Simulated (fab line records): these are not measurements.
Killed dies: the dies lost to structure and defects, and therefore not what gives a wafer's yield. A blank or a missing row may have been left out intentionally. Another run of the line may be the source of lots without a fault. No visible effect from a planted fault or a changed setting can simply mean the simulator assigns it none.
Struck lot and sound lot, side by side ; flow nand_harc ; 14 steps out of a route of 1159
Sound: wafers L239.3, L239.5, L239.6. Struck: wafer L247.4 (L247.2, L247.3, from the same lot, were not struck and are left out); the cause is given at the end.
At each step with rows: each side's tool, then ch and its chambers, then its first start. Under that, the readings that differ: sound wafers ; struck wafers ; difference of the means ; sigmas: that difference in standard deviations of wafers without a fault.
alike: readings with means less than 2 such deviations apart, plus words and numbers identical on both sides. not compared: withheld readings, readings lacking a value on some wafer, bounds such as >300 that could conceal the same value, and numbers that have no deviation in the record and whose values overlap.
A row with sigmas, a row that says differs or no value, or rows on one side alone: a step with any of these is where the two part. Non-overlapping numbers with no deviation appear without sigmas and do not part them. A reading that every wafer of one side lacks parts them only if that side has two wafers or more.

first, 1 step without rows for these wafers: NHARC_A_STAIRCASE_HARDBAKE_311 (time 140 s).
NHARC_A_STAIRCASE_DESCUM_312: chemistry O2, time 3 s.
  sound on rie_diel-09 ch 0,1,2, day 13 10:20; struck on rie_diel-11 ch 0, day 15 16:31
  alike: drypump_motor_current_A, oes_product_au, rf_vpp_V, showerhead_plenum_p_Torr, throttle_valve_pct
  not compared: rf_hours_counter_h
NHARC_A_STAIRCASE_ETCH_313: etches the open film in CF4/CHF3.
  sound on rie_diel-09 ch 0,2,3, day 13 10:28; struck on rie_diel-11 ch 3, day 15 16:41
  alike: drypump_motor_current_A, oes_product_au, rf_vpp_V, showerhead_plenum_p_Torr, throttle_valve_pct
  not compared: rf_hours_counter_h
then, 2 steps without rows for these wafers: NHARC_A_STAIRCASE_HM_OPEN_463 (chemistry O2/COS); NHARC_A_STAIRCASE_STRIP_464 (strips in O2/COS).
NHARC_A_STAIRCASE_ETCH_453: etches the open film in CF4/O2, target depth 30 nm, overetch 3 nm, time 16.5 s.
  sound: rie_diel-09 ch 0,3; struck: rie_diel-11 ch 3
  alike: drypump_motor_current_A, oes_product_au, rf_vpp_V, showerhead_plenum_p_Torr, throttle_valve_pct
  not compared: rf_hours_counter_h
NHARC_A_STAIRCASE_ETCH_315: etches the open film in C4F8/O2/Ar, target depth 2500 nm, time 607.1 s.
  sound: rie_diel-09 ch 0,3; struck: rie_diel-11 ch 3
  alike: oes_product_au, rf_vpp_V
  not compared: rf_hours_counter_h
NHARC_A_STAIRCASE_STRIP_316: strips in O2.
  sound: rie_diel-09 ch 0,1,2; struck: rie_diel-11 ch 0
  alike: drypump_motor_current_A, oes_product_au, rf_vpp_V, showerhead_plenum_p_Torr, throttle_valve_pct
  not compared: rf_hours_counter_h
then, 3 steps without rows for these wafers: NHARC_A_STAIRCASE_STRIP_317 (strips in SPM, time 900 s); NHARC_A_STAIRCASE_PRECLEAN_318 (cleans in SC1); NHARC_A_STAIRCASE_SRD_329.
NHARC_A_STAIRCASE_ALD_415: deposits SiO2, target thk 30 nm, pulse time 6 s, ald cycles 300.
  sound on ald_hk-04 ch 0,1,3, day 13 14:02; struck on ald_hk-02 ch 1, day 15 19:11
reading;sound;struck;difference;sigmas
ald_cycles;300 300 300;377;+77;
  alike: heater_power_w, precursor_pulse_height_rel, susceptor_temp_C
then, 1 step without rows for these wafers: NHARC_A_STAIRCASE_ETCHBACK_416 (etches the open film in C4F8/O2/Ar, target depth 36 nm, time 7.2 s).
-- break in the record here, with 7 days between the starts of the struck wafers on either side (left off in module A_STAIRCASE, picked up again in module END, where the first step shown is number 1159 on the route) --
NHARC_END_SORT_01:
  at this point the record logs the struck wafers (prober-01 ch 0, day 22 15:29) and has no rows for the sound ones

## WHERE THEY PART
NHARC_END_SORT_01 only, going by this record.

WHY: the cause the simulator had injected
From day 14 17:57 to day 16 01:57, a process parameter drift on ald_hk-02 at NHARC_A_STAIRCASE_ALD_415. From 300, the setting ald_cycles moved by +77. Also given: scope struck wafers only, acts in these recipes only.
